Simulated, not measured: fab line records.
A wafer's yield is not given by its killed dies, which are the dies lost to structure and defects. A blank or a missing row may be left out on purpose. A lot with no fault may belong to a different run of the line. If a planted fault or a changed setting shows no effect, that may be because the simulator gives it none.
fab line records    flow nandHarc
[record] lots = 14  wafers = 42  lastDay = 33
route steps=1302 shown P_CONTACT@237 P_M0@260
lots that met no fault: taken from a fault-free run of the same line
startH: hours from the record's first day to the start of the lot's first wafer shown    waitH: hours since the lot's step before    " same as the row above    L1.1+2: a row that stands for several wafers    - no value present, or no start provided    * or withheld: withheld    < > ~ a bound
route shown NAME@n: NAME is a module with steps in the file, n the number in the route of the first one    usual: mean and standard deviation over wafers with no fault    same: alike in all rows    chamber/n: place in a boat    sites: per-site readings    _std_site: the standard deviation of these    _edge_site: inner sites' mean taken away from outer sites' mean    radiusMm: how far each site lies from the wafer's centre    mask NAME#n: copy n    behind: the most recent tool/chamber to have shaped the wafer    hold: what put the lot on hold/how long, in hours/how the hold closed    device: the transistor (n, p or np) that didn't switch    end of line: the route-end tests of the same wafers    a step with no rows: only its recipe    killed: dies lost to structure and defects at the first sort, not the wafer's yield    map: dies across one wafer; x = killed, . = not, _ = none there
set.NAME: setting as actually run; set.NAME@STEP: the setting as run at that earlier step    model.NAME: the simulator's own value behind a step, which no gauge read
steps of the route over a sample of lots; a table a step, a row a wafer
services: the hour from which a tool's chamber was out of use, counted from the record's first day as startH (under 0 if before that day), plus the number of hours and why
[[steps]]
[step NHARC_P_CONTACT_ETCH_36]
[recipe] targetDepthA = 2600  overEtchFrac = 0.25  timeS = 406.25  ionEnergyEv = 200  n2FlowSccm = 150  h2FlowSccm = 150  arFlowSccm = 0  rfW = 400  biasW = 150  chemistry = N2/H2
[usual] drypumpMotorCurrentA = 5.6/0.46  n2FlowSccm = 150.0/0.43  oesProductAu = 0.999/0.0075  rfVppV = 429.5/2.3  showerheadPlenumPTorr = 2.00/0.081  throttleValvePct = 14.171/0.0091
[same] timeS = 406.25
lot.wafer  tool        chamber  startH  waitH  drypumpMotorCurrentA  n2FlowSccm  oesProductAu  rfHoursCounterH  rfVppV  showerheadPlenumPTorr  throttleValvePct
L418.2     rieDiel-11  3        -       -      4.9                   149.9       1.000         2.2              430.0   2.06                   14.173
L418.1     "           0        "       "      6.5                   149.3       0.995         2.2              431.1   2.09                   14.169
L418.6     "           3        "       "      4.9                   149.4       0.994         -                429.9   2.06                   14.176
L419.1     rieDiel-06  0        -       -      5.6                   149.7       1.001         5.2              426.9   1.91                   14.148
L419.3     "           1        "       "      5.7                   150.7       0.987         5.1              430.7   2.02                   14.164
L419.6     "           0        "       "      5.6                   150.1       0.992         -                426.7   1.91                   14.155
L420.2     rieDiel-08  0        -       -      6.3                   149.5       0.985         2.3              429.0   2.05                   14.180
L420.3     "           1        "       "      5.8                   149.8       0.996         2.1              430.7   2.05                   14.178
L420.4     "           3        "       "      5.7                   149.7       1.003         2.5              429.0   1.98                   14.164
L421.1     rieDiel-06  0        -       -      5.5                   150.3       0.982         0.1              427.5   1.90                   14.169
L421.6     "           3        "       "      5.3                   149.7       0.993         -                427.3   1.92                   14.189
L421.5     "           0        "       "      5.6                   150.8       0.997         -                428.1   1.91                   14.165
L422.4     rieDiel-06  0        -       -      5.6                   150.4       0.986         0.8              427.0   1.91                   14.167
L422.6     "           0        "       "      5.6                   149.4       0.995         -                427.8   1.91                   14.184
L422.5     "           1        "       "      5.7                   149.8       1.001         -                429.5   2.02                   14.168
L423.2     rieDiel-11  0        -       -      6.5                   149.3       0.995         4.8              432.1   2.09                   14.190
L423.6     "           1        "       "      5.3                   149.6       0.998         -                428.1   1.96                   14.182
L423.5     "           2        "       "      5.4                   149.7       0.998         -                427.9   1.90                   14.178
L424.1     rieDiel-06  0        -       -      5.6                   150.5       1.001         1.5              426.0   1.90                   14.166
L424.4     "           1        "       "      5.7                   150.2       1.008         1.3              429.5   2.02                   14.151
L424.6     "           1        "       "      5.7                   150.5       1.012         -                427.7   2.02                   14.164
L426.4     rieDiel-06  3        -       -      5.2                   150.3       1.007         1.7              428.3   1.92                   14.159
L426.2     "           0        "       "      5.6                   151.0       1.010         2.1              425.9   1.90                   14.171
L426.1     "           2        "       "      6.0                   149.9       0.998         1.6              434.7   2.20                   14.165
L433.3     rieDiel-08  1        -       -      5.8                   150.1       1.004         2.0              430.7   2.05                   14.164
L433.5     "           3        "       "      5.7                   149.5       1.008         -                428.7   1.98                   14.177
L433.6     "           0        "       "      6.2                   149.5       0.988         -                430.8   2.05                   14.179
L432.1     rieDiel-08  0        -       -      6.2                   150.4       1.001         2.2              429.6   2.05                   14.184
L432.4     "           1        "       "      5.7                   149.9       1.010         2.2              430.7   2.05                   14.167
L432.3     "           3        "       "      5.7                   149.9       1.003         2.6              429.1   1.98                   14.190
L436.1     rieDiel-08  3        -       -      5.7                   149.3       1.009         4.0              429.3   1.98                   14.168
L436.2     "           0        "       "      6.1                   150.5       0.986         3.8              428.9   2.05                   14.176
L436.4     "           2        "       "      5.3                   149.1       1.001         3.8              426.5   1.90                   14.168
L437.1     rieDiel-11  3        -       -      4.9                   149.7       1.002         2.7              430.6   2.06                   14.170
L437.5     "           3        "       "      4.9                   150.1       1.017         -                432.2   2.06                   14.194
L437.6     "           0        "       "      6.5                   149.8       1.010         -                431.7   2.09                   14.179
L438.1     rieDiel-11  2        -       -      5.4                   149.5       1.000         4.4              426.1   1.90                   14.171
L438.4     "           3        "       "      4.8                   149.4       0.998         4.0              431.0   2.06                   14.157
L438.6     "           2        "       "      5.5                   150.2       0.995         -                426.4   1.90                   14.182
L440.1     rieDiel-11  0        -       -      6.6                   149.9       0.997         5.1              431.5   2.09                   14.171
L440.3     "           1        "       "      5.3                   149.8       0.997         5.5              429.5   1.96                   14.163
L440.6     "           3        "       "      4.9                   149.1       0.997         -                432.4   2.06                   14.174
[step NHARC_P_CONTACT_CD_MEAS_19]
[usual] cdNm = 89.8/0.97
lot.wafer  tool      chamber  startH  waitH  cdNm
L418.1     cdSem-01  -        122.54  -      89.6
L418.2     "         -        "       "      91.2
L418.6     "         -        "       "      90.3
L419.1     cdSem-02  -        127.01  -      91.1
L419.3     "         -        "       "      88.7
L419.6     "         -        "       "      89.2
L420.2     cdSem-01  -        136.28  -      89.5
L420.3     "         -        "       "      89.3
L420.4     "         -        "       "      90.6
L421.1     cdSem-01  -        146.98  -      88.9
L421.5     "         -        "       "      90.3
L421.6     "         -        "       "      89.8
L422.4     cdSem-03  -        165.19  -      89.2
L422.5     "         -        "       "      90.1
L422.6     "         -        "       "      88.8
L423.2     cdSem-01  -        168.17  -      88.9
L423.5     "         -        "       "      90.6
L423.6     "         -        "       "      89.3
L424.1     cdSem-03  -        180.42  -      90.0
L424.4     "         -        "       "      92.9
L424.6     "         -        "       "      90.3
L426.1     cdSem-03  -        202.79  -      90.0
L426.2     "         -        "       "      89.3
L426.4     "         -        "       "      89.5
L433.3     cdSem-03  -        263.03  -      89.5
L433.5     "         -        "       "      89.4
L433.6     "         -        "       "      92.5
L432.1     cdSem-02  -        264.16  -      90.5
L432.3     "         -        "       "      90.3
L432.4     "         -        "       "      89.2
L436.1     cdSem-03  -        306.72  -      90.1
L436.2     "         -        "       "      91.0
L436.4     "         -        "       "      90.7
L437.1     cdSem-01  -        315.08  -      90.0
L437.5     "         -        "       "      89.8
L437.6     "         -        "       "      90.1
L438.1     cdSem-03  -        326.48  -      90.4
L438.4     "         -        "       "      91.1
L438.6     "         -        "       "      91.7
L440.1     cdSem-02  -        336.28  -      90.9
L440.3     "         -        "       "      90.1
L440.6     "         -        "       "      89.8
[step NHARC_P_M0_EXPOSE_06]
[recipe] na = 1.35  targetCdNm = 90  doseMj = 81.28  maskId = P_M0
[usual] exposureDoseMJCm2 = 81.30/0.073
lot.wafer  tool            chamber  startH  waitH  mask    exposureDoseMJCm2
L418.1     arfiScanner-02  0        125.41  -      P_M0#0  81.21
L418.2     "               0        "       "      P_M0#0  81.21
L418.6     "               0        "       "      P_M0#0  81.26
L419.1     arfiScanner-03  0        129.97  -      P_M0#0  81.23
L419.3     "               0        "       "      P_M0#0  81.24
L419.6     "               0        "       "      P_M0#0  81.32
L420.2     arfiScanner-01  0        139.27  -      P_M0#0  81.32
L420.3     "               0        "       "      P_M0#0  81.29
L420.4     "               0        "       "      P_M0#0  81.25
L421.1     arfiScanner-02  0        149.97  -      P_M0#0  81.31
L421.5     "               0        "       "      P_M0#0  81.24
L421.6     "               0        "       "      P_M0#0  81.25
L422.4     arfiScanner-02  0        168.05  -      P_M0#0  81.36
L422.5     "               0        "       "      P_M0#0  81.20
L422.6     "               0        "       "      P_M0#0  81.40
L423.2     arfiScanner-01  0        171.15  -      P_M0#0  81.30
L423.5     "               0        "       "      P_M0#0  81.32
L423.6     "               0        "       "      P_M0#0  81.28
L424.1     arfiScanner-01  0        183.33  -      P_M0#0  81.35
L424.4     "               0        "       "      P_M0#0  81.32
L424.6     "               0        "       "      P_M0#0  81.33
L426.1     arfiScanner-02  0        205.76  -      P_M0#0  81.25
L426.2     "               0        "       "      P_M0#0  81.29
L426.4     "               0        "       "      P_M0#0  81.10
L433.3     arfiScanner-01  0        266.08  -      P_M0#0  61.15
L433.5     "               0        "       "      P_M0#0  61.18
L433.6     "               0        "       "      P_M0#0  61.21
L432.1     arfiScanner-01  0        267.05  -      P_M0#0  65.20
L432.3     "               0        "       "      P_M0#0  65.13
L432.4     "               0        "       "      P_M0#0  65.22
L436.1     arfiScanner-03  0        309.67  -      P_M0#0  81.29
L436.2     "               0        "       "      P_M0#0  81.27
L436.4     "               0        "       "      P_M0#0  81.25
L437.1     arfiScanner-02  0        318.40  -      P_M0#0  81.26
L437.5     "               0        "       "      P_M0#0  81.28
L437.6     "               0        "       "      P_M0#0  81.42
L438.1     arfiScanner-02  0        329.69  -      P_M0#0  81.34
L438.4     "               0        "       "      P_M0#0  81.28
L438.6     "               0        "       "      P_M0#0  81.42
L440.1     arfiScanner-03  0        339.25  -      P_M0#0  81.37
L440.3     "               0        "       "      P_M0#0  81.26
L440.6     "               0        "       "      P_M0#0  81.44
[step NHARC_P_M0_CD_MEAS_09]
[recipe] targetCdNm = 90  landingEnergyEv = 500
[usual] cdNm = 90.0/0.53
[same] landingEnergyEv = 500
lot.wafer  tool      chamber  startH  waitH  cdNm
L418.1     cdSem-02  0        125.55  -      89.8
L418.2     "         0        "       "      89.8
L418.6     "         0        "       "      89.4
L419.1     cdSem-01  0        130.11  -      89.7
L419.3     "         0        "       "      89.9
L419.6     "         0        "       "      89.3
L420.2     cdSem-02  0        139.41  -      90.3
L420.3     "         0        "       "      91.7
L420.4     "         0        "       "      91.5
L421.1     cdSem-03  0        150.12  -      89.3
L421.5     "         0        "       "      90.1
L421.6     "         0        "       "      89.4
L422.4     cdSem-02  0        168.18  -      89.4
L422.5     "         0        "       "      89.2
L422.6     "         0        "       "      90.0
L423.2     cdSem-01  0        171.29  -      90.1
L423.5     "         0        "       "      89.4
L423.6     "         0        "       "      89.9
L424.1     cdSem-03  0        183.47  -      89.3
L424.4     "         0        "       "      90.4
L424.6     "         0        "       "      90.3
L426.1     cdSem-03  0        205.90  -      89.8
L426.2     "         0        "       "      91.2
L426.4     "         0        "       "      90.2
L433.3     cdSem-03  0        266.21  -      72.0
L433.5     "         0        "       "      72.9
L433.6     "         0        "       "      73.0
L432.1     cdSem-02  0        267.19  -      76.3
L432.3     "         0        "       "      76.1
L432.4     "         0        "       "      76.0
L436.1     cdSem-01  0        309.81  -      90.0
L436.2     "         0        "       "      89.4
L436.4     "         0        "       "      90.2
L437.1     cdSem-03  0        318.54  -      90.9
L437.5     "         0        "       "      89.8
L437.6     "         0        "       "      90.5
L438.1     cdSem-02  0        329.83  -      90.6
L438.4     "         0        "       "      89.7
L438.6     "         0        "       "      89.4
L440.1     cdSem-01  0        339.39  -      90.7
L440.3     "         0        "       "      89.0
L440.6     "         0        "       "      89.7
[step NHARC_P_M0_ETCH_15]
[recipe] targetDepthA = 1500  overetchA = 150  timeS = 82.5  c4f8FlowSccm = withheld  arFlowSccm = 400  rfW = 600  biasW = 300  chemistry = C4F8/Ar
[usual] oesProductAu = 0.957/0.018  rfVppV = 442/3
[same] timeS = 82.5
lot.wafer  tool        chamber  startH  waitH  oesProductAu  rfHoursCounterH  rfVppV
L418.1     rieDiel-03  0        -       -      0.973         2                438
L418.2     "           2        "       "      0.967         1                438
L418.6     "           0        "       "      0.971         -                437
L419.3     rieDiel-03  2        -       -      0.957         2                437
L419.1     "           3        "       "      0.944         2                443
L419.6     "           2        "       "      0.965         -                437
L420.3     rieDiel-03  2        -       -      0.926         4                438
L420.4     "           3        "       "      0.931         4                445
L420.2     "           0        "       "      0.913         4                437
L421.1     rieDiel-03  0        -       -      0.966         5                437
L421.6     "           0        "       "      0.967         -                439
L421.5     "           1        "       "      0.958         -                445
L422.4     rieDiel-10  0        -       -      0.985         34               443
L422.6     "           0        "       "      0.986         -                442
L422.5     "           1        "       "      0.980         -                443
L423.2     rieDiel-03  3        -       -      0.967         8                445
L423.5     "           1        "       "      0.977         -                445
L423.6     "           2        "       "      0.964         -                438
L424.4     rieDiel-01  3        -       -      0.927         52               443
L424.1     "           0        "       "      0.928         51               444
L424.6     "           3        "       "      0.932         -                442
L426.1     rieDiel-10  1        -       -      0.948         52               443
L426.2     "           2        "       "      0.944         46               445
L426.4     "           3        "       "      0.946         46               440
L433.3     rieDiel-01  0        -       -      0.937         15               441
L433.6     "           1        "       "      0.937         -                444
L433.5     "           2        "       "      0.961         -                442
L432.3     rieDiel-10  0        -       -      0.982         6                441
L432.1     "           1        "       "      0.981         4                443
L432.4     "           2        "       "      0.960         4                445
L436.2     rieDiel-03  1        -       -      0.972         2                445
L436.4     "           3        "       "      0.969         2                445
L436.1     "           0        "       "      0.966         2                438
L437.1     rieDiel-03  1        -       -      0.967         4                446
L437.6     "           3        "       "      0.958         -                444
L437.5     "           0        "       "      0.957         -                439
L438.1     rieDiel-03  0        -       -      0.949         5                437
L438.6     "           0        "       "      0.950         -                438
L438.4     "           1        "       "      0.954         -                445
L440.3     rieDiel-01  3        -       -      0.936         35               442
L440.1     "           0        "       "      0.918         33               441
L440.6     "           2        "       "      0.928         -                442
[step NHARC_P_M0_CD_MEAS_16]
[usual] cdNm = 90.1/0.61
lot.wafer  tool      chamber  startH  waitH  cdNm
L418.1     cdSem-03  -        126.03  -      89.4
L418.2     "         -        "       "      88.9
L418.6     "         -        "       "      89.3
L419.1     cdSem-03  -        130.61  -      89.7
L419.3     "         -        "       "      90.8
L419.6     "         -        "       "      89.7
L420.2     cdSem-01  -        139.89  -      90.6
L420.3     "         -        "       "      91.3
L420.4     "         -        "       "      92.0
L421.1     cdSem-02  -        150.60  -      89.9
L421.5     "         -        "       "      90.6
L421.6     "         -        "       "      88.8
L422.4     cdSem-02  -        168.66  -      89.4
L422.5     "         -        "       "      89.6
L422.6     "         -        "       "      89.7
L423.2     cdSem-03  -        171.77  -      90.5
L423.5     "         -        "       "      89.5
L423.6     "         -        "       "      90.4
L424.1     cdSem-01  -        183.96  -      89.4
L424.4     "         -        "       "      90.5
L424.6     "         -        "       "      90.2
L426.1     cdSem-01  -        206.75  -      90.2
L426.2     "         -        "       "      91.4
L426.4     "         -        "       "      90.7
L433.3     cdSem-03  -        266.70  -      72.4
L433.5     "         -        "       "      73.3
L433.6     "         -        "       "      72.6
L432.1     cdSem-02  -        267.67  -      76.4
L432.3     "         -        "       "      76.3
L432.4     "         -        "       "      76.1
L436.1     cdSem-03  -        310.29  -      90.1
L436.2     "         -        "       "      89.8
L436.4     "         -        "       "      89.2
L437.1     cdSem-02  -        319.03  -      90.8
L437.5     "         -        "       "      90.1
L437.6     "         -        "       "      91.1
L438.1     cdSem-01  -        330.37  -      90.2
L438.4     "         -        "       "      90.2
L438.6     "         -        "       "      89.4
L440.1     cdSem-01  -        339.87  -      90.6
L440.3     "         -        "       "      89.5
L440.6     "         -        "       "      89.8
[[services]]
tool            chamber  startH  hours  kind
rieDiel-10      -        99.99   1.5    repair
arfiScanner-02  -        101.23  0.5    repair
rieDiel-03      -        104.35  9.0    pm
rieDiel-11      3        107.44  5.8    repair
rieDiel-01      1        123.89  28.3   repair
rieDiel-06      -        130.20  9.0    pm
arfiScanner-02  -        140.00  4.0    pm
arfiScanner-01  -        163.69  0.5    repair
rieDiel-08      3        177.47  4.3    repair
rieDiel-08      -        190.80  9.0    pm
rieDiel-11      1        201.38  34.0   repair
rieDiel-11      3        201.88  6.9    repair
rieDiel-08      2        212.49  3.2    repair
rieDiel-11      -        255.50  9.0    pm
arfiScanner-01  -        261.58  4.0    pm
rieDiel-03      3        266.33  6.6    repair
rieDiel-03      3        273.15  8.1    repair
rieDiel-03      -        281.36  9.0    pm
arfiScanner-02  -        302.57  0.4    repair
rieDiel-06      -        307.20  9.0    pm
rieDiel-11      0        309.50  2.3    repair
arfiScanner-02  -        312.00  4.0    pm
rieDiel-03      3        329.68  68.2   repair
rieDiel-11      0        337.63  4.3    repair
[[key]]
[firstSign] step = NHARC_P_M0_EXPOSE_06  reading = exposureDoseMJCm2  direction = down  sigmas = 99+  usual = 81.30  struck = 63.18
[effect] step = NHARC_P_M0_CD_MEAS_09  reading = cdNm  direction = down  sigmas = 29  usual = 90.0  struck = 74.4  through = controlLoop
[effect] step = NHARC_P_M0_CD_MEAS_16  reading = cdNm  direction = down  sigmas = 25  usual = 90.1  struck = 74.5  through = controlLoop
metAt NHARC_P_M0_EXPOSE_06
struckLots L432,L433
laterRowsLeftOut L433.3,L433.5,L433.6
sortLeftOut L432.1,L432.3,L432.4,L433.3,L433.5,L433.6
[loopTrim] step = NHARC_P_M0_EXPOSE_06  setting = dose  lots = L432
notActingAt NHARC_P_CONTACT_ETCH_36,NHARC_P_CONTACT_CD_MEAS_19,NHARC_P_M0_ETCH_15
onsetBetween 183.33 266.08
[fault] kind = processParameterDrift  tool = arfiScanner-01  chamber = -  onsetH = 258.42  steps = NHARC_P_M0_EXPOSE_06  channel = doseMj  offset = -20.248  shape = step  actsIn = theseRecipesOnly  stated = 81.28
// sortLeftOut: the simulated sort isn't trusted on such a fault, so these wafers' sort isn't shown, and their yield isn't known
// laterRowsLeftOut: the simulator's readings of these wafers behind a module that went badly wrong aren't trusted and aren't shown, but for the sort
// loopTrim: a control loop set the setting to another value than it would have without faults
